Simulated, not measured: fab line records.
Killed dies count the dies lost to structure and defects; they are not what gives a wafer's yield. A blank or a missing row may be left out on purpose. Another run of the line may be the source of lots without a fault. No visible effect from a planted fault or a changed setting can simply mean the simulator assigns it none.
Split-lot study    flow n5Finfet    7 lots, 21 wafers read, on a route of 1938 steps

== ABOUT THE SPLIT ==
At N5_BEOL_M10_COAT_59 (time 60 s, resist thk 100 nm), the setting spinRpm was moved away from the recipe's 1500 rpm on 6 of the 21 wafers read, by -3.5% to +5.4%. The other wafers ran this setting at the recipe's value.

Reading taken at the split's own step.

== THE READING ==
SOC_of_BEOL_M10_COAT_59.thkNm (the simulator's own value, which no gauge read), in nm, at N5_BEOL_M10_COAT_59 (time 60 s, resist thk 100 nm). No usual value for it is given in the file. Average 100.0 nm, standard deviation 0.27 nm, over the 15 wafers here run with the recipe.

wafer   tool, chamber at the split  spinRpm as run, rpm  against the recipe  SOC_of_BEOL_M10_COAT_59.thkNm, nm  against lot-mates on the recipe
L076.1  lithoTrack-03, 0            1500                 recipe              100.4                              -
L076.2  lithoTrack-03, 0            1448                 -3.5%               102                                +1.8
L076.3  lithoTrack-03, 0            1500                 recipe              100                                -
L077.1  lithoTrack-05, 0            1500                 recipe              99.8                               -
L077.4  lithoTrack-05, 0            1559                 +3.9%               98.2                               -1.8
L077.6  lithoTrack-05, 0            1500                 recipe              100.2                              -
L080.2  lithoTrack-02, 0            1500                 recipe              99.6                               -
L080.3  lithoTrack-02, 0            1500                 recipe              99.8                               -
L080.5  lithoTrack-02, 0            1452                 -3.2%               101.2                              +1.5
L083.2  lithoTrack-05, 0            1500                 recipe              100                                -
L083.4  lithoTrack-05, 0            1500                 recipe              100                                -
L083.6  lithoTrack-05, 0            1500                 recipe              99.6                               -
L084.2  lithoTrack-02, 0            1500                 recipe              100.4                              -
L084.4  lithoTrack-02, 0            1500                 recipe              100.4                              -
L084.6  lithoTrack-02, 0            1581                 +5.4%               97.8                               -2.6
L093.1  lithoTrack-02, 0            1545                 +3.0%               98.6                               -1.2
L093.2  lithoTrack-02, 0            1545                 +3.0%               98.2                               -1.6
L093.4  lithoTrack-02, 0            1500                 recipe              99.8                               -
L094.2  lithoTrack-03, 0            1500                 recipe              100.2                              -
L094.3  lithoTrack-03, 0            1500                 recipe              100.2                              -
L094.4  lithoTrack-03, 0            1500                 recipe              100.2                              -

THE FIT
A straight line over all 21 wafers: SOC_of_BEOL_M10_COAT_59.thkNm changes by -0.466 nm for each +1% of spinRpm; r = -0.96; the points scatter about the line by 0.29 nm.
The same after taking each lot's own level away (the mean of its wafers on the recipe; 21 wafers): -0.479 nm for each +1%; r = -0.99; scatter 0.14 nm.
That fit puts the effect of the largest move of spinRpm on the reading at 2.6 nm.
The lots' own levels span 99.70 to 100.40 nm, that is 2.6 times the standard deviation above.
The two slopes agree, so the slope changes little with the lot-to-lot level.
Check: -2.56 nm against its lot-mates is what the line predicts for one of the wafers moved furthest among these (+5.4%) when that wafer is left out of the fit. It came out at -2.6 nm against them.

== OTHER SPLITS APPLIED TO THESE WAFERS ==
Other splits were also applied to these wafers ahead of the reading. Each is held against what the fit with the lots' levels taken away leaves over:
other split on the same wafers  wafers away from the commonest value  r with SOC_of_BEOL_M10_COAT_59.thkNm (lot level and that fit taken away)
N5_BEOL_M6_COAT_22 spinRpm      9                                     +0.20
N5_BEOL_M7_PECVD_70 tempC       6                                     -0.10
N5_BEOL_M8_COAT_05 spinRpm      3                                     +0.23
N5_BEOL_M8_ETCH_62 timeS        6                                     -0.25
N5_BEOL_M9_ETCH_62 sourceW      10                                    +0.15
N5_BEOL_M9_COAT_22 spinRpm      7                                     -0.08

== THE FILE'S OWN FIT ==
SOC_of_BEOL_M10_COAT_59.thkNm changes by -0.479 nm for each +1% of spinRpm, r = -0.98.
